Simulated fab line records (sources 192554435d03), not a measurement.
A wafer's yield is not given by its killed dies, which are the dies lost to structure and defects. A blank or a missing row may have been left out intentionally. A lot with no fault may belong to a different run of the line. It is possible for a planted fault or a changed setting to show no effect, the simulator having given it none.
fab line records    flow n5Finfet
[record] lots = 5  wafers = 15  lastDay = 16
route steps=1938 shown MOL_CONTACT_COAG@551 BEOL_M4@1111 PASSIVATION@1936
lots with no fault: from the same line, run without faults
startH: hours from the record's first day to the start of the lot's first wafer shown    waitH: hours since the lot's step before    " identical to the entry in the row above    L1.1+2: one row covering several wafers at once    - value missing, or start not given    * or withheld: withheld    < > ~ a bound
route shown NAME@n: names a module that has steps shown in the file, with the first one's number in the route    usual: average and standard deviation across the fault-free wafers    same: alike in all rows    chamber/n: place in a boat    sites: the reading at each site    _std_site: how widely they spread, as a standard deviation    _edge_site: the outer-site mean with the inner-site mean subtracted    radiusMm: for every site, how far away it sits from the centre of the wafer    mask NAME#n: copy n    behind: tool/chamber where the wafer was last shaped    hold: cause of the lot's hold/its duration in hours/its outcome    device: whichever transistor did not switch (one of n, p or np)    end of line: the tests these same wafers got at the end of their route    step lacking rows: just its recipe    killed: dies lost to structure and defects at the first sort, not the wafer's yield    map: the dies of a wafer, with x for killed, . for not killed, _ for no die there
set.NAME: the run value of the setting; set.NAME@STEP: its run value at that earlier step    model.NAME: the simulator's own value behind a step, which no gauge read
lots at selected steps of the route; one table per step, one row per wafer
services: the hour from which a tool's chamber was out of use, counted from the record's first day as startH (under 0 if before that day), plus the number of hours and why
[[steps]]
[step N5_MOL_CONTACT_COAG_SPUTTER_130]
[recipe] material = Co  targetThkA = 475  tempC = 25  chamberPressurePa = 0.5  powerW = 3000
[step N5_MOL_CONTACT_COAG_PRECLEAN_125]
[recipe] chemistry = DIW  timeS = 57.5  tempC = 23
[step N5_MOL_CONTACT_COAG_SRD_126]
[recipe] dryTimeS = 32  dry = n2Spin  spinRpm = 1500
[step N5_MOL_CONTACT_COAG_CMP_23]
[recipe] stopOn = SiO2  tOverpolishS = 1.5  postCmpClean = cuAlkaline  downForcePsi = 2  platenRpm = 50.289  padVelocityMS = 1.0006  targetThkNm = 0
[step N5_MOL_CONTACT_COAG_WET_ETCH_26]
[recipe] target = Co  targetDepthNm = 13
[step N5_MOL_CONTACT_COAG_WET_ETCH_116]
[recipe] chemistry = SC1-inhibited  targetDepthNm = 4.6  dry = ipaMarangoni  rinseTimeS = 30  rinseTempC = 23
[step N5_MOL_CONTACT_COAG_ALD_27]
[recipe] material = SiOC  targetThkA = 170  tempC = 400  aldPrecursorFamily = carbosiloxane  aldCoReactant = H2-plasma  pulseTimeS = 1.5  timeS = 2720  purgeTimeS = 2  coReactantPurgeTimeS = 2  aldCycles = 340  pressureTorr = 2
[step N5_MOL_CONTACT_COAG_CMP_28]
[recipe] stopOn = SiNx  tOverpolishS = 0.85  postCmpClean = alkalineBrush  downForcePsi = 4.15  platenRpm = 51.8  padVelocityMS = 1.0307  targetThkNm = 14.522
[step N5_MOL_CONTACT_COAG_ALD_123]
[recipe] material = SiNx  targetThkA = 50  tempC = 400  aldPrecursorFamily = SiH2I2  aldCoReactant = N2/H2-plasma  pulseTimeS = 1  purgeTimeS = 2  coReactantPurgeTimeS = 2  aldCycles = 100  pressureTorr = 2
[step N5_MOL_CONTACT_COAG_PECVD_31]
[recipe] material = SiO2  targetThkA = 460  tempC = 400  precursor = TEOS/O2  pressureTorr = 6.5  rfW = withheld  teosFlowSccm = withheld  gas = O2  flowSccm = 2650  timeS = 8.9
[same] timeS = 8.9
lot.wafer   tool      chamber  startH  waitH
L655.3+4+6  pecvd-02  0,2,1    111.88  0.3
L661.2+3+4  pecvd-02  0,1,2    144.14  0.3
L664.2+4+5  pecvd-02  1,1,0    164.21  0.3
L665.1+2+6  pecvd-02  0,2,1    173.86  0.3
L671.1+2+3  pecvd-03  1,0,1    206.51  0.3
[step N5_MOL_CONTACT_COAG_COAT_75]
[recipe] resist = SOC  tempC = 250  timeS = 60  spinRpm = 1500  resistThkNm = 60
[step N5_MOL_CONTACT_COAG_COAT_76]
[recipe] resist = SiARC  tempC = 220  timeS = 60  spinRpm = 1500  resistThkNm = 10
[step N5_MOL_CONTACT_COAG_COAT_77]
[recipe] resist = underlayer  tempC = 205  timeS = 60  spinRpm = 1500  resistThkNm = 10
[step N5_MOL_CONTACT_COAG_COAT_78]
[recipe] resist = CAR-EUV  spinRpm = 1500  resistThkNm = 40
[step N5_MOL_CONTACT_COAG_EBR_80]
[recipe] solvent = PGMEA  ebrWidthMm = 1.5
[step N5_MOL_CONTACT_COAG_SOFTBAKE_79]
[recipe] tempC = 110  timeS = 60  resist = CAR-EUV
[step N5_MOL_CONTACT_COAG_EXPOSE_81]
[recipe] maskId = VG  na = 0.33  sourceShape = annular  sigmaInner = 0.3  sigmaOuter = 0.7  polarization = unpolarized  defocusNm = 0  doseMj = 59.5
[step N5_MOL_CONTACT_COAG_PEB_82]
[recipe] pebTempC = 100  pebTimeS = 60  resist = CAR-EUV
[step N5_MOL_CONTACT_COAG_DEVELOP_83]
[recipe] developTimeS = 30  developer = TMAH  resist = CAR-EUV  rinseLiquid = surfactantRinse  dry = airSpin  devTempC = 23
[step N5_MOL_CONTACT_COAG_INSPECT_57]
[recipe] mode = adi  inspectInstrument = brightfield
[usual] rawDefectCount = 182/51
lot.wafer  tool              chamber  startH  waitH  rawDefectCount
L655.3     defectInspect-01  -        112.43  0.0    138
L655.4     "                 -        "       "      160
L655.6     "                 -        "       "      254
L661.2     defectInspect-01  -        144.69  0.0    1030
L661.3     "                 -        "       "      972
L661.4     "                 -        "       "      1033
L664.2     defectInspect-01  -        164.76  0.0    1029
L664.4     "                 -        "       "      944
L664.5     "                 -        "       "      925
L665.1     defectInspect-01  -        174.29  0.1    1010
L665.2     "                 -        "       "      1114
L665.6     "                 -        "       "      1116
L671.1     defectInspect-01  -        206.95  0.1    140
L671.2     "                 -        "       "      115
L671.3     "                 -        "       "      139
[step N5_MOL_CONTACT_COAG_DESCUM_88]
[recipe] chemistry = O2  timeS = 7  sourcePowerW = 50  biasPowerW = 20  pressureMtorr = 20  rfFrequencyHz = 2.712e+07  tempC = 40  resist = CAR-EUV  o2FlowSccm = 225
[step N5_BEOL_M4_RC_MEAS_101]
[usual] DIBL_N = 36.3/1.8  DIBL_P = 36.5/2.1  IOFF_N = 0.16/0.031  IOFF_P = 0.22/0.038  ION_N = 677/12  ION_P = 466/7.8  SS_N = 71.5/0.61  SS_P = 73.2/0.7  VT_N = 249/3  VT_P = -248.9/3
lot.wafer  tool       chamber  startH  waitH  DIBL_N[mV/V]  DIBL_P[mV/V]  IOFF_N[nA/um]  IOFF_P[nA/um]  ION_N[uA/um]  ION_P[uA/um]  SS_N[mV/dec]  SS_P[mV/dec]  VT_N[mV]  VT_P[mV]
L655.3     prober-02  0        200.55  0.3    36.8          36.6          0.17           0.21           687           467           72.1          72.2          249       -249.6
L655.4     "          0        "       "      37.7          38.0          0.19           0.23           686           461           72.6          72.2          247       -247.9
L655.6     "          0        "       "      35.1          34.8          0.15           0.18           679           466           71.0          72.4          248       -252.8
L661.2     prober-02  0        226.26  0.2    36.9          37.8          0.15           0.19           671           463           71.3          73.4          252       -254.9
L661.3     "          0        "       "      36.9          37.2          0.15           0.20           669           459           71.2          73.2          252       -253.2
L661.4     "          0        "       "      36.4          36.7          0.15           0.18           677           463           70.9          73.2          249       -254.6
L664.2     prober-02  0        248.87  0.2    36.3          35.4          0.18           0.22           698           473           71.0          73.7          247       -249.2
L664.4     "          0        "       "      36.6          35.6          0.18           0.23           686           470           71.3          73.3          246       -248.0
L664.5     "          0        "       "      33.6          32.0          0.12           0.18           670           466           70.5          72.1          252       -246.7
L665.1     prober-01  0        248.99  0.0    34.7          34.1          0.12           0.18           667           459           71.1          72.5          255       -251.3
L665.2     "          0        "       "      36.5          35.9          0.14           0.22           678           470           71.6          73.2          250       -247.4
L665.6     "          0        "       "      36.4          37.0          0.15           0.24           677           468           71.5          73.6          251       -248.7
L671.1     prober-02  0        281.12  0.0    34.7          34.4          0.14           0.19           663           455           70.9          72.5          252       -250.7
L671.2     "          0        "       "      34.6          35.3          0.15           0.20           673           465           71.3          72.4          249       -251.3
L671.3     "          0        "       "      35.9          36.2          0.16           0.21           670           459           71.9          72.8          251       -249.7
[step N5_PASSIVATION_PROBE_49]
[usual] defectLimitedYield = 91.2/1.5  killed_at_M0_to_M3 = 33/9.6  killed_at_M4_up = 14/5.6  killedAtContacts = 14/5.5  killedAtFrontEnd = 40/13  killedAtOther = 4/3  killedDies = 104/17  killedOnRim = 14/4.3  killedOpen = 68/13  killedShort = 33/7.2  sort_bin_5_function = 5.2/0.95  sort_bin_6_memory = 3.3/0.62  sortNPass = 1076/17  sortYieldPct = 91.2/1.5
[same] grossDies = 1180  killedAtBackSide = 0  sort_bin_4_leakage[%] = 0  sort_bin_8_speed[%] = 0
lot.wafer  tool       chamber  startH  waitH  defectLimitedYield[%]  killed_at_M0_to_M3  killed_at_M4_up  killedAtContacts  killedAtFrontEnd  killedAtOther  killedDies  killedOnRim  killedOpen  killedShort  sort_bin_5_function[%]  sort_bin_6_memory[%]  sortNPass  sortYieldPct[%]
L661.2     prober-02  -        331.95  0.1    80.3                   24                  17               146               44                1              232         22           60          34           11.5                    4.2                   948        80.3
L661.3     prober-02  -        332.00  0.1    82.6                   32                  26               119               27                1              205         29           66          29           10.7                    4.1                   975        82.6
L661.4     prober-02  -        332.05  0.2    85.9                   42                  8                82                34                0              166         35           63          33           7.9                     3.8                   1014       85.9
L665.1     prober-02  -        346.85  0.0    82.0                   15                  7                151               31                8              212         15           52          22           10.9                    3.8                   968        82.0
L665.2     prober-02  -        346.90  0.1    86.6                   25                  9                83                39                2              158         31           54          33           7.9                     2.9                   1022       86.6
L665.6     prober-02  -        347.10  0.3    84.1                   11                  11               119               46                1              188         27           56          26           8.8                     3.2                   992        84.1
L664.2     prober-01  -        360.29  0.1    81.2                   47                  15               117               35                8              222         37           84          29           11.8                    4.1                   958        81.2
L664.4     prober-01  -        360.39  0.2    83.9                   17                  17               119               34                3              190         22           63          25           10.5                    3.4                   990        83.9
L664.5     prober-01  -        360.44  0.2    81.4                   23                  10               158               25                4              220         18           56          33           11.5                    4.1                   960        81.4
// killed by level:class
L661.2 MOL_CONTACT_COAG:unspecified=136 FIN_SAQP:geometricParticle:short=11 MOL_CONTACT_COAG:geometricParticle:open=9 STI_FIN_REVEAL:geometricParticle:open=7 BEOL_M1:geometricParticle:open=6 GATE_CUT:geometricParticle:short=5 BEOL_M2:geometricParticle:open=5 BEOL_M5:geometricParticle:open=5
L661.3 MOL_CONTACT_COAG:unspecified=108 BEOL_M2:geometricParticle:open=16 MOL_CONTACT_COAG:geometricParticle:open=9 FIN_SAQP:geometricParticle:short=7 BEOL_M4:geometricParticle:open=7 BEOL_M4:geometricParticle:short=5 BEOL_M5:geometricParticle:open=5 ILD0:geometricParticle:open=3
L661.4 MOL_CONTACT_COAG:unspecified=68 BEOL_M0_SAQP:geometricParticle:open=10 MOL_CONTACT_COAG:geometricParticle:open=9 BEOL_M0_SAQP:geometricParticle:short=9 FIN_SAQP:geometricParticle:open=7 STI_FIN_REVEAL:geometricParticle:open=6 BEOL_M2:geometricParticle:open=6 BEOL_M3:geometricParticle:open=6
L665.1 MOL_CONTACT_COAG:unspecified=138 MOL_CONTACT_COAG:geometricParticle:open=10 FIN_SAQP:geometricParticle:open=7 DUMMY_GATE:geometricParticle:open=7 STI_FIN_REVEAL:geometricParticle:open=5 GATE_CUT:geometricParticle:short=5 BEOL_M0_SAQP:geometricParticle:open=4 BEOL_M2:geometricParticle:open=4
L665.2 MOL_CONTACT_COAG:unspecified=71 DUMMY_GATE:geometricParticle:open=9 MOL_CONTACT_COAG:geometricParticle:open=9 GATE_CUT:geometricParticle:short=8 BEOL_M2:geometricParticle:open=8 STI_FIN_REVEAL:geometricParticle:open=6 FIN_SAQP:geometricParticle:open=4 BEOL_M0_SAQP:geometricParticle:open=4
L665.6 MOL_CONTACT_COAG:unspecified=106 FIN_SAQP:geometricParticle:open=10 MOL_CONTACT_COAG:geometricParticle:open=10 GATE_CUT:geometricParticle:short=8 FIN_SAQP:geometricParticle:short=7 STARTING-WAFER:geometricParticle:open=6 STI_FIN_REVEAL:geometricParticle:open=5 DUMMY_GATE:geometricParticle:open=4
L664.2 MOL_CONTACT_COAG:unspecified=107 BEOL_M2:geometricParticle:open=20 FIN_SAQP:geometricParticle:short=12 BEOL_M1:geometricParticle:open=8 ILD0:geometricParticle:open=7 MOL_CONTACT_COAG:geometricParticle:open=7 BEOL_M3:geometricParticle:open=7 BEOL_M4:geometricParticle:open=7
L664.4 MOL_CONTACT_COAG:unspecified=101 MOL_CONTACT_COAG:geometricParticle:open=17 FIN_SAQP:geometricParticle:open=11 BEOL_M4:geometricParticle:open=8 STI_FIN_REVEAL:geometricParticle:open=4 STARTING-WAFER:geometricParticle:open=4 FIN_SAQP:geometricParticle:short=3 ILD0:geometricParticle:short=3
L664.5 MOL_CONTACT_COAG:unspecified=131 MOL_CONTACT_COAG:geometricParticle:open=20 MOL_CONTACT_COAG:geometricParticle:short=7 BEOL_M2:geometricParticle:open=5 BEOL_M0_SAQP:geometricParticle:open=4 BEOL_M5:geometricParticle:short=4 STARTING-WAFER:geometricParticle:short=4 STARTING-WAFER:geometricParticle:open=4
// map L661.2 (x killed, . not)
_________________x....x.x....________________
______________...x.............x_____________
___________..........x.x.x.....x...__________
__________..................x......._________
________...x.........................x_______
_______................x.......x...x...______
______......x..........................._____
_____.x.........x................x.....x.____
____.x......x.................x..xx.xxxx..___
___................................xxxxxx.x__
___..............x.....x......xxxxxxxxxxxxx__
__....x..............x.......x.xxxxxxxxxxxx._
__......................x..x...xxxxxxxxxx.xx_
_..............x..x.......x..xx.xxxxxxxxxxxxx
_..x....x........x..x.......xx.xxxxxxxxxxxxx.
_............x...............xx.xxxxxxxxxxxx.
_.x...............xx....x.....xxxxxxxxxxxxxx.
_.............x................xxxxxxxxxxx..x
_....x.......x................xxxxxxxxxxxxx..
_.............x....xx..........xxxxx.xx.xx...
_...x..x................x........xxxx....x.x.
__xx.............x......x...........x.x....._
__......x...................x..............._
___................x.....x.........x.......__
___..............x.......x..x..............__
____...............x....x........x........___
_____...................x......x..x......____
______.................................._____
_______...x..........x........x........______
________.................x............_______
__________....x......x.............._________
___________......x............x.x..__________
______________....x.......x....._____________
_________________.....x..x...________________
// map L664.2 (x killed, . not)
_________________...x........________________
______________..x..............._____________
___________.....................x..__________
__________.........x........x..x..x._________
________............................x._______
_______.x...........x..................______
______..x...x............x...x......xx.._____
_____..x.....x...x.x...xx...........x....____
____x.................................xx..___
___.........x...........x...x.............x__
___........x...x.x............x......x...x.__
__.x.x............x.......x.x.............x._
__...............x.........................x_
_x.x...........x......x..x.....xx......x.....
_.....x.............x..x.....xx.......x.x....
_xxxxx.xx.....x.....x...x.......x............
_xxxxxxx........x.x...............x..........
_xxxxxxxxxx..x.x...x......x....x...........x.
_xxxxxxxxxxxx.........xx..x..............xx..
_xxxxxxxxxxx.........................xx.....x
_xxxxxxxxxx.........x........................
__xxxxxxxxxxx..x..x........................x_
__xxxxxxxxxxx............x.................._
___xxxxxxxxxx.x........................x...__
___xxxxxxxxx............x.............x....__
____xxxxxx..........x.....x.........x.....___
_____x.xx.xx..x.................xx..x....____
______xx...x.......x..........x........._____
_______...........x......x...........x.______
________.............xx............xx._______
__________..................x......._________
___________........................__________
______________.....x......x..x.._____________
_________________...........x________________
[[services]]
tool      chamber  startH  hours  kind
pecvd-02  0        105.46  -      calibration
pecvd-02  0        156.38  6.4    repair
pecvd-03  -        186.52  0.8    repair
pecvd-03  2        202.38  -      clean
pecvd-03  2        202.38  -      consumableReplace:showerhead
pecvd-03  2        202.38  29.0   scheduledDown
pecvd-03  2        202.38  29.0   ventCycle
[[key]]
[firstSign] step = N5_MOL_CONTACT_COAG_INSPECT_57  reading = rawDefectCount  direction = up  sigmas = 16  usual = 182  struck = 1019
[effect] step = N5_PASSIVATION_PROBE_49  reading = killedAtContacts  direction = up  sigmas = 20  usual = 14  struck = 122
[moreKillsBornAt] N5_MOL_CONTACT_COAG_PECVD_31@pecvd-02 = 966
metAt N5_MOL_CONTACT_COAG_PECVD_31
struckWafers L661.2,L661.3,L661.4,L664.2,L664.4,L664.5,L665.1,L665.2,L665.6
onsetBetween 111.88 144.14
[fault] kind = chamberParticleSource  tool = pecvd-02  chamber = -  onsetH = 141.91  steps = N5_MOL_CONTACT_COAG_PECVD_31  ratePerVisitCm2 = 1.3031  endH = 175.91
